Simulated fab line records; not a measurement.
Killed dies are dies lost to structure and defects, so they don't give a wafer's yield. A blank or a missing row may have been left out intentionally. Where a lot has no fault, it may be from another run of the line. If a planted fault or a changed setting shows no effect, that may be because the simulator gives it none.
fab line records | flow n5-finfet | part 1 of 2: steps 1 to 4 of 6
[record] lots = 24 wafers = 72 last-day = 18
route steps=1938 shown BEOL_M2@855
lots with no fault: from the same line, run without faults
start-h: start of the lot's first displayed wafer, in hours after the record's first day | wait-h: hours since the lot's step before | " identical to the entry in the row above | L1.1+2: one row covering several wafers at once | - either no value or no given start | * or withheld: withheld | < > ~ a bound
route shown NAME@n: NAME is a module with steps in the file, n the number in the route of the first one | usual: mean/standard deviation of fault-free wafers | same: alike in all rows | chamber/n: place in a boat | sites: per-site readings | _std_site: standard deviation across them | _edge_site: outer sites' mean less inner sites' | radius-mm: how far each site lies from the wafer's centre | mask NAME#n: copy n | behind: tool/chamber where the wafer was last shaped | hold: reason for holding the lot/hours on hold/outcome of the hold | device: transistor that didn't switch, given as n, p or np | end of line: the same wafers' tests at the end of the route | a step given without rows: its recipe and nothing more | killed: the dies lost at the first sort to structure and to defects; this is not the yield of the wafer | map: a wafer's dies, x killed, . not, _ none there
set.NAME: the setting as run; set.NAME@STEP: as run at that earlier step | model.NAME: the simulator's own value behind a step, which no gauge read
one table for each step of the route and one row for each wafer, over a sample of lots
services: when a tool's chamber went out of use (start-h, in hours from the record's first day, below 0 if earlier), for how many hours, and the reason
[[steps]]
[step N5_BEOL_M2_OVL_MEAS_12]
[recipe] points-per-wafer = 522
[usual] M2_OVL = 0.4/0.74
// columns lot.wafer tool chamber start-h wait-h M2_OVL[nm]
L074.2 overlay-01 0 132.05 0.0 0.5
L074.4 " 0 " " 0.9
L074.6 " 0 " " 0.9
L075.1 overlay-01 0 142.79 0.0 1.0
L075.4 " 0 " " -1.1
L075.6 " 0 " " -0.6
L076.3 overlay-01 0 147.14 0.0 1.4
L076.5 " 0 " " 1.7
L076.6 " 0 " " 0.7
L077.2 overlay-01 0 152.95 0.0 0.1
L077.4 " 0 " " -0.4
L077.5 " 0 " " 1.1
L078.1 overlay-02 0 154.79 0.0 0.9
L078.3 " 0 " " 0.6
L078.4 " 0 " " -0.9
L079.1 overlay-01 0 163.69 0.0 1.0
L079.3 " 0 " " 1.1
L079.4 " 0 " " 1.9
L080.2 overlay-01 0 164.64 0.0 0.2
L080.3 " 0 " " 0.3
L080.6 " 0 " " 0.9
L082.4 overlay-01 0 182.98 0.0 0.1
L082.5 " 0 " " -0.3
L082.6 " 0 " " 0.6
L081.3 overlay-01 0 183.34 0.0 1.2
L081.5 " 0 " " 0.7
L081.6 " 0 " " 0.5
L083.4 overlay-02 0 195.95 0.1 0.7
L083.5 " 0 " " 0.5
L083.6 " 0 " " -0.8
L085.2 overlay-02 0 198.81 0.0 0.1
L085.3 " 0 " " -0.3
L085.5 " 0 " " -0.4
L084.3 overlay-02 0 199.11 0.0 0.3
L084.4 " 0 " " 0.1
L084.5 " 0 " " 0.4
L086.1 overlay-01 0 211.26 0.0 1.5
L086.3 " 0 " " 1.5
L086.5 " 0 " " 1.2
L088.2 overlay-02 0 212.60 0.0 1.7
L088.4 " 0 " " 1.3
L088.5 " 0 " " 0.4
L087.1 overlay-02 0 217.96 0.0 0.6
L087.3 " 0 " " -0.2
L087.6 " 0 " " 0.3
L089.4 overlay-02 0 223.46 0.0 -0.3
L089.5 " 0 " " 0.2
L089.6 " 0 " " -0.9
L090.1 overlay-02 0 233.47 0.0 0.0
L090.3 " 0 " " 0.2
L090.5 " 0 " " 0.2
L091.3 overlay-01 0 242.05 0.0 0.4
L091.5 " 0 " " 0.4
L091.6 " 0 " " 1.0
L092.2 overlay-01 0 243.44 0.0 0.0
L092.3 " 0 " " 1.5
L092.6 " 0 " " -0.5
L093.2 overlay-01 0 246.74 0.0 0.4
L093.3 " 0 " " -0.6
L093.5 " 0 " " -1.6
L094.1 overlay-01 0 261.09 0.0 0.8
L094.5 " 0 " " 0.3
L094.6 " 0 " " -0.3
L095.1 overlay-01 0 268.52 0.0 1.4
L095.4 " 0 " " 0.2
L095.5 " 0 " " 1.4
L096.1 overlay-01 0 273.11 0.0 2.3
L096.2 " 0 " " 0.0
L096.5 " 0 " " 0.8
L097.2 overlay-02 0 273.41 0.0 -0.5
L097.3 " 0 " " -0.2
L097.5 " 0 " " -0.3
[step N5_BEOL_M2_STRIP_19]
[recipe] chemistry = O2 power-w = 400 temp-c = 40 pressure-mtorr = 30 rf-frequency-hz = 6e+07 bias-power-w = 0 overash-fraction = 0.2 o2-flow-sccm = 225
[usual] chamber-pressure-mTorr = 30.002/0.026 drypump-motor-current-A = 5.6/0.57 oes-product-au = 0.78/0.092 rf-vpp-V = 3.7/0.5 showerhead-plenum-p-Torr = 2.07/0.059 throttle-valve-pct = 16.63/0.27
[same] bias-power-w = 0
// columns lot.wafer tool chamber start-h wait-h chamber-pressure-mTorr drypump-motor-current-A oes-product-au rf-hours-counter-h rf-vpp-V showerhead-plenum-p-Torr throttle-valve-pct
L074.2 rie-diel-06 1 132.51 0.1 30.038 4.8 0.78 135 3.3 2.03 16.99
L074.4 " 2 " " 29.981 6.6 0.70 228 4.7 1.98 16.67
L074.6 " 0 " " 29.945 5.6 0.78 - 3.8 2.10 16.64
L075.1 rie-diel-01 0 143.43 0.1 30.032 4.9 0.83 94 3.4 2.04 16.78
L075.4 " 1 " " 29.990 5.1 0.75 148 3.6 2.08 16.50
L075.6 " 2 " " 29.998 6.4 0.86 - 3.3 2.13 16.24
L076.3 rie-diel-06 1 147.67 0.1 29.971 4.9 0.77 140 3.3 2.03 17.01
L076.5 " 1 " " 29.999 4.9 0.77 - 4.2 2.03 17.00
L076.6 " 0 " " 29.986 5.6 0.78 - 4.1 2.10 16.65
L077.2 rie-diel-01 1 153.99 0.1 29.982 5.0 0.74 153 3.5 2.08 16.51
L077.4 " 2 " " 30.013 6.5 0.85 58 3.5 2.13 16.22
L077.5 " 3 " " 30.024 5.2 0.67 - 3.5 2.06 16.78
L078.1 rie-diel-01 2 155.94 0.1 29.989 6.4 0.85 59 3.3 2.13 16.24
L078.3 " 0 " " 30.018 4.9 0.82 99 3.4 2.04 16.78
L078.4 " 3 " " 29.992 5.2 0.68 240 4.3 2.06 16.77
L079.1 rie-diel-05 3 164.70 0.1 29.999 6.1 0.72 196 3.8 2.15 16.95
L079.3 " 1 " " 30.023 5.8 0.71 237 3.9 2.07 16.83
L079.4 " 1 " " 30.004 5.8 0.72 - 3.7 2.07 16.83
L080.2 rie-diel-06 3 165.26 0.1 30.020 5.5 0.69 215 3.4 1.98 16.83
L080.3 " 0 " " 30.010 5.6 0.78 161 3.2 2.09 16.65
L080.6 " 2 " " 29.995 6.6 0.68 - 3.1 1.98 16.67
L082.4 rie-diel-06 2 183.42 0.1 29.984 6.6 0.68 249 3.6 1.97 16.67
L082.5 " 2 " " 30.000 6.6 0.68 - 4.1 1.97 16.69
L082.6 " 1 " " 29.992 4.9 0.76 - 3.3 2.02 17.05
L081.3 rie-diel-01 0 183.79 0.1 29.998 4.9 0.80 110 3.6 2.04 16.80
L081.5 " 1 " " 30.066 5.1 0.74 - 3.7 2.07 16.53
L081.6 " 2 " " 29.972 6.5 0.84 - 4.0 2.13 16.25
L083.4 rie-diel-05 2 196.43 0.1 29.992 5.5 0.66 250 3.2 2.15 16.60
L083.5 " 3 " " 29.982 6.1 0.70 - 3.5 2.15 16.94
L083.6 " 0 " " 30.026 6.1 0.87 - 3.4 2.06 16.37
L085.2 rie-diel-05 1 199.29 0.1 29.955 5.7 0.70 246 3.3 2.06 16.85
L085.3 " 0 " " 30.029 6.1 0.88 47 3.4 2.06 16.37
L085.5 " 3 " " 30.016 6.1 0.71 - 3.3 2.15 16.98
L084.3 rie-diel-05 0 199.56 0.1 30.061 6.1 0.89 47 3.8 2.06 16.38
L084.4 " 1 " " 30.031 5.8 0.70 - 3.7 2.06 16.84
L084.5 " 0 " " 30.021 6.1 0.89 - 4.3 2.06 16.37
L086.1 rie-diel-06 0 211.83 0.1 30.009 5.6 0.76 180 3.9 2.09 16.70
L086.3 " 3 " " 30.007 5.5 0.68 234 3.3 1.97 16.87
L086.5 " 0 " " 30.049 5.6 0.76 - 4.4 2.09 16.70
L088.2 rie-diel-06 3 213.05 0.1 29.990 5.4 0.67 235 4.2 1.97 16.88
L088.4 " 2 " " 30.060 6.5 1.01 2 4.4 2.23 16.27
L088.5 " 1 " " 29.996 4.9 0.75 - 3.7 2.02 17.05
L087.1 rie-diel-01 0 218.44 0.1 29.969 4.9 0.79 123 3.8 2.03 16.83
L087.3 " 1 " " 29.973 5.1 0.71 176 3.1 2.07 16.57
L087.6 " 3 " " 30.031 5.2 0.95 - 3.6 2.05 16.34
L089.4 rie-diel-05 3 223.92 0.1 29.962 6.1 0.70 - 4.1 2.14 16.99
L089.5 " 0 " " 30.044 6.1 0.85 - 3.1 2.05 16.39
L089.6 " 2 " " 29.954 5.5 0.97 - 3.7 2.15 16.19
L090.1 rie-diel-05 3 233.97 0.1 30.022 6.1 0.70 222 4.2 2.14 17.01
L090.3 " 0 " " 29.959 6.1 0.86 61 4.2 2.05 16.39
L090.5 " 2 " " 29.976 5.5 0.96 - 4.0 2.15 16.22
L091.3 rie-diel-01 2 243.67 0.2 30.008 6.4 0.81 91 4.1 2.12 16.28
L091.5 " 3 " " 30.027 5.2 0.93 - 3.4 2.05 16.36
L091.6 " 2 " " 30.020 6.4 0.82 - 3.6 2.12 16.29
L092.2 rie-diel-06 2 244.71 0.2 29.953 6.6 0.96 15 3.6 2.23 16.28
L092.3 " 3 " " 29.971 5.4 0.66 248 3.6 1.97 16.88
L092.6 " 2 " " 29.996 6.6 0.96 - 3.7 2.23 16.28
L093.2 rie-diel-01 3 247.30 0.1 29.991 5.2 0.91 16 3.7 2.05 16.35
L093.3 " 2 " " 29.999 6.4 0.80 93 3.0 2.12 16.28
L093.5 " 3 " " 30.013 5.3 0.93 - 3.4 2.05 16.37
L094.1 rie-diel-05 2 261.55 0.1 29.986 5.5 0.93 16 4.6 2.14 16.22
L094.5 " 2 " " 30.030 5.5 0.93 - 3.5 2.14 16.22
L094.6 " 3 " " 29.993 6.0 0.69 - 3.5 2.14 17.01
L095.1 rie-diel-01 2 268.98 0.1 30.033 6.4 0.81 100 4.6 2.12 16.31
L095.4 " 0 " " 29.971 4.9 0.78 - 3.8 2.03 16.85
L095.5 " 3 " " 30.018 5.3 0.91 - 4.9 2.05 16.39
L096.1 rie-diel-01 2 273.56 0.1 30.044 6.4 0.81 102 4.0 2.12 16.31
L096.2 " 1 " " 30.005 5.0 0.72 194 3.9 2.06 16.58
L096.5 " 1 " " 30.049 5.1 0.71 - 4.7 2.06 16.59
L097.2 rie-diel-01 0 273.86 0.1 30.022 4.9 0.78 143 3.0 2.03 16.85
L097.3 " 1 " " 30.017 5.1 0.71 194 3.0 2.06 16.60
L097.5 " 2 " " 30.034 6.4 0.80 - 3.3 2.12 16.32
[step N5_BEOL_M2_ALD_98]
[recipe] material = SiO2 target-thk-a = 25 temp-c = 100 ald-precursor-family = BDEAS ald-co-reactant = O2-plasma pulse-time-s = 1 co-reactant-pulse-time-s = 1 purge-time-s = 2 co-reactant-purge-time-s = 2 ald-cycles = 17 pressure-torr = 2
[usual] heater-power-w = 80/6.3 precursor-pulse-height-rel = 0.998/0.019
// columns lot.wafer tool chamber start-h wait-h heater-power-w precursor-pulse-height-rel
L074.2 ald-sin-01 0 133.30 0.1 80 0.974
L074.4 " 3 " " 89 0.997
L074.6 " 3 " " 89 1.007
L075.1 ald-sin-04 0 144.09 0.1 86 0.958
L075.4 " 3 " " 76 1.022
L075.6 " 0 " " 87 0.992
L076.3 ald-sin-01 1 149.05 0.2 71 1.007
L076.5 " 1 " " 72 1.002
L076.6 " 2 " " 82 0.980
L077.2 ald-sin-02 1 155.43 0.1 77 1.014
L077.4 " 2 " " 78 1.008
L077.5 " 0 " " 73 0.978
L078.1 ald-sin-04 3 156.68 0.1 80 1.013
L078.3 " 1 " " 69 1.036
L078.4 " 0 " " 85 0.996
L079.1 ald-sin-04 2 165.77 0.4 85 0.980
L079.3 " 3 " " 79 1.016
L079.4 " 0 " " 87 1.000
L080.2 ald-sin-04 0 166.04 0.2 86 1.026
L080.3 " 3 " " 80 1.002
L080.6 " 0 " " 86 1.017
L082.4 ald-sin-04 0 184.45 0.4 88 1.012
L082.5 " 0 " " 89 1.005
L082.6 " 1 " " 71 1.005
L081.3 ald-sin-04 3 184.55 0.2 79 1.047
L081.5 " 3 " " 79 1.008
L081.6 " 0 " " 89 0.990
L083.4 ald-sin-04 3 197.26 0.2 79 1.029
L083.5 " 1 " " 71 0.976
L083.6 " 0 " " 86 0.996
L085.2 ald-sin-04 2 200.05 0.1 83 1.012
L085.3 " 3 " " 79 1.006
L085.5 " 3 " " 79 1.002
L084.3 ald-sin-04 0 200.23 0.1 86 1.005
L084.4 " 3 " " 78 0.995
L084.5 " 1 " " 70 1.010
L086.1 ald-sin-02 3 212.72 0.2 73 0.972
L086.3 " 1 " " 76 1.001
L086.5 " 3 " " 72 0.970
L088.2 ald-sin-04 2 213.75 0.1 83 0.988
L088.4 " 0 " " 86 1.004
L088.5 " 0 " " 89 0.982
L087.1 ald-sin-01 1 219.09 0.1 72 0.990
L087.3 " 2 " " 80 0.998
L087.6 " 2 " " 81 1.001
L089.4 ald-sin-04 3 224.76 0.1 81 0.986
L089.5 " 2 " " 80 1.020
L089.6 " 3 " " 82 0.985
L090.1 ald-sin-04 2 235.00 0.3 81 1.030
L090.3 " 3 " " 80 0.989
L090.5 " 1 " " 71 0.989
L091.3 ald-sin-01 2 245.44 0.5 82 1.005
L091.5 " 3 " " 90 0.961
L091.6 " 0 " " 83 0.998
L092.2 ald-sin-01 1 245.53 0.1 71 1.001
L092.3 " 2 " " 77 0.990
L092.6 " 0 " " 82 1.001
L093.2 ald-sin-04 2 248.22 0.3 82 1.028
L093.3 " 3 " " 80 1.010
L093.5 " 1 " " 70 1.013
L094.1 ald-sin-04 3 262.20 0.1 82 1.005
L094.5 " 0 " " 90 0.989
L094.6 " 1 " " 71 0.979
L095.1 ald-sin-02 3 269.87 0.2 68 0.998
L095.4 " 2 " " 73 0.983
L095.5 " 3 " " 69 1.005
L096.1 ald-sin-01 2 274.78 0.3 80 1.020
L096.2 " 3 " " 88 1.009
L096.5 " 3 " " 90 1.030
L097.2 ald-sin-01 2 274.88 0.1 80 0.990
L097.3 " 1 " " 71 0.997
L097.5 " 0 " " 81 0.978
[step N5_BEOL_M2_ETCHBACK_99]
[recipe] chemistry = CHF3 target = SiO2 target-depth-a = 50 time-s = 10.4 source-w = 215 bias-w = 47 Ar_flow_sccm = 200 CHF3_flow_sccm = 12 ion-energy-ev = 100 pressure-mtorr = 30
[usual] chamber-pressure-mTorr = 30.003/0.029 drypump-motor-current-A = 5.5/0.59 oes-product-au = 0.79/0.09 rf-vpp-V = 242/3.1 showerhead-plenum-p-Torr = 2.13/0.064 throttle-valve-pct = 17.05/0.26
// columns lot.wafer tool chamber start-h wait-h chamber-pressure-mTorr drypump-motor-current-A oes-product-au rf-hours-counter-h rf-vpp-V showerhead-plenum-p-Torr throttle-valve-pct
L074.2 rie-diel-01 3 133.49 0.1 30.000 5.2 0.68 231 245 2.12 17.15
L074.4 " 1 " " 29.983 5.1 0.76 144 243 2.14 16.93
L074.6 " 2 " " 30.002 6.4 0.87 - 237 2.21 16.70
L075.1 rie-diel-06 2 146.13 2.0 30.022 6.6 0.68 234 239 2.04 17.08
L075.4 " 0 " " 30.004 5.6 0.78 152 243 2.18 17.20
L075.6 " 3 " " 30.047 5.5 0.69 - 243 2.06 17.34
L076.3 rie-diel-06 1 154.25 5.2 30.027 4.9 0.77 143 238 2.09 17.46
L076.5 " 3 " " 30.027 5.4 0.70 - 244 2.06 17.37
L076.6 " 0 " " 30.016 5.6 0.79 - 240 2.18 17.20
L077.2 rie-diel-01 3 173.93 18.5 29.996 5.2 0.66 247 246 2.11 17.19
L077.4 " 2 " " 29.982 6.4 0.85 65 239 2.20 16.72
L077.5 " 2 " " 30.036 6.4 0.84 - 237 2.20 16.71
L078.1 rie-diel-01 3 174.41 17.7 30.015 5.3 0.67 247 245 2.11 17.20
L078.3 " 0 " " 30.024 4.9 0.81 106 245 2.07 17.10
L078.4 " 2 " " 29.982 6.4 0.84 65 240 2.20 16.72
L079.1 rie-diel-01 0 183.93 18.1 30.014 4.9 0.80 110 244 2.07 17.10
L079.3 " 1 " " 29.999 5.1 0.74 164 240 2.14 16.97
L079.4 " 1 " " 30.034 5.1 0.74 - 241 2.14 16.98
L080.2 rie-diel-05 2 184.32 18.2 29.998 5.5 0.67 246 248 2.21 16.97
L080.3 " 1 " " 29.999 5.8 0.71 242 241 2.13 17.29
L080.6 " 3 " " 29.998 6.1 0.71 - 244 2.23 17.47
L082.4 rie-diel-05 0 187.02 2.5 29.971 6.1 0.88 43 239 2.11 16.73
L082.5 " 1 " " 30.021 5.8 0.69 - 240 2.13 17.28
L082.6 " 2 " " 29.966 5.5 0.66 - 248 2.21 16.99
L081.3 rie-diel-01 2 189.78 5.2 29.975 6.4 0.83 71 239 2.20 16.73
L081.5 " 2 " " 30.002 6.4 0.84 - 237 2.20 16.73
L081.6 " 0 " " 29.993 4.9 0.80 - 243 2.07 17.09
L085.2 rie-diel-01 2 203.83 3.7 29.952 6.4 0.82 77 238 2.20 16.72
L085.3 " 0 " " 30.003 4.9 0.80 119 245 2.07 17.11
L085.5 " 0 " " 29.963 4.9 0.79 - 244 2.07 17.10
L083.4 rie-diel-01 0 204.31 7.0 30.039 4.9 0.79 119 243 2.07 17.11
L083.5 " 2 " " 30.013 6.4 0.83 - 237 2.19 16.74
L083.6 " 1 " " 30.025 5.0 0.73 - 241 2.13 16.99
L084.3 rie-diel-01 0 207.27 7.0 29.983 4.9 0.79 119 243 2.07 17.11
L084.4 " 1 " " 29.926 5.1 0.74 172 241 2.13 16.98
L084.5 " 0 " " 30.026 4.9 0.79 - 244 2.07 17.12
L086.1 rie-diel-06 2 214.13 1.4 30.019 6.6 1.01 2 245 2.30 16.70
L086.3 " 3 " " 29.952 5.5 0.68 235 245 2.05 17.37
L086.5 " 3 " " 30.041 5.4 0.68 - 243 2.05 17.39
L088.2 rie-diel-06 2 214.60 0.8 29.986 6.6 1.00 2 243 2.30 16.72
L088.4 " 0 " " 29.988 5.6 0.75 181 240 2.17 17.26
L088.5 " 0 " " 30.007 5.6 0.75 - 241 2.17 17.25
L087.1 rie-diel-01 0 219.22 0.1 30.032 4.9 0.79 123 243 2.07 17.12
L087.3 " 2 " " 30.009 6.5 0.82 82 238 2.19 16.76
L087.6 " 3 " " 30.016 5.2 0.95 - 246 2.11 16.75
L089.4 rie-diel-01 2 227.36 2.5 30.013 6.4 0.82 85 238 2.19 16.75
L089.5 " 1 " " 29.994 5.1 0.73 - 240 2.13 16.98
L089.6 " 0 " " 30.024 4.9 0.79 - 245 2.07 17.12
L090.1 rie-diel-06 2 242.66 7.6 30.017 6.7 0.97 14 244 2.29 16.73
L090.3 " 3 " " 30.039 5.4 0.67 247 243 2.04 17.41
L090.5 " 1 " " 29.992 4.9 0.73 - 238 2.08 17.53
L091.3 rie-diel-01 1 245.96 0.5 29.985 5.1 0.72 186 241 2.13 17.01
L091.5 " 2 " " 30.079 6.5 0.80 - 239 2.19 16.78
L091.6 " 3 " " 29.991 5.2 0.92 - 246 2.10 16.78
L093.2 rie-diel-01 1 250.29 2.0 29.993 5.1 0.72 187 240 2.13 17.02
L093.3 " 3 " " 30.076 5.2 0.93 17 246 2.10 16.77
L093.5 " 0 " " 30.032 4.9 0.78 - 244 2.06 17.14
L092.2 rie-diel-06 1 260.08 14.5 29.954 4.9 0.73 187 238 2.08 17.54
L092.3 " 1 " " 30.018 4.9 0.73 - 237 2.08 17.56
L092.6 " 1 " " 29.977 4.9 0.74 - 236 2.08 17.54
L094.1 rie-diel-01 0 263.41 1.2 30.053 4.9 0.77 139 244 2.06 17.13
L094.5 " 0 " " 29.977 4.9 0.78 - 242 2.06 17.16
L094.6 " 1 " " 30.036 5.1 0.72 - 242 2.13 17.02
L095.1 rie-diel-01 0 275.20 5.3 30.016 4.9 0.76 144 244 2.06 17.14
L095.4 " 2 " " 29.996 6.4 0.79 102 237 2.19 16.80
L095.5 " 2 " " 29.974 6.4 0.80 - 237 2.19 16.80
L096.1 rie-diel-05 3 276.04 1.2 30.026 6.0 0.69 238 243 2.21 17.53
L096.2 " 0 " " 30.014 6.1 0.84 70 239 2.10 16.80
L096.5 " 3 " " 30.020 6.1 0.69 - 242 2.21 17.54
L097.2 rie-diel-06 3 278.60 3.7 30.024 5.4 0.94 4 249 2.31 17.05
L097.3 " 0 " " 30.015 5.6 0.74 195 242 2.17 17.28
L097.5 " 1 " " 29.971 4.9 0.73 - 237 2.07 17.57
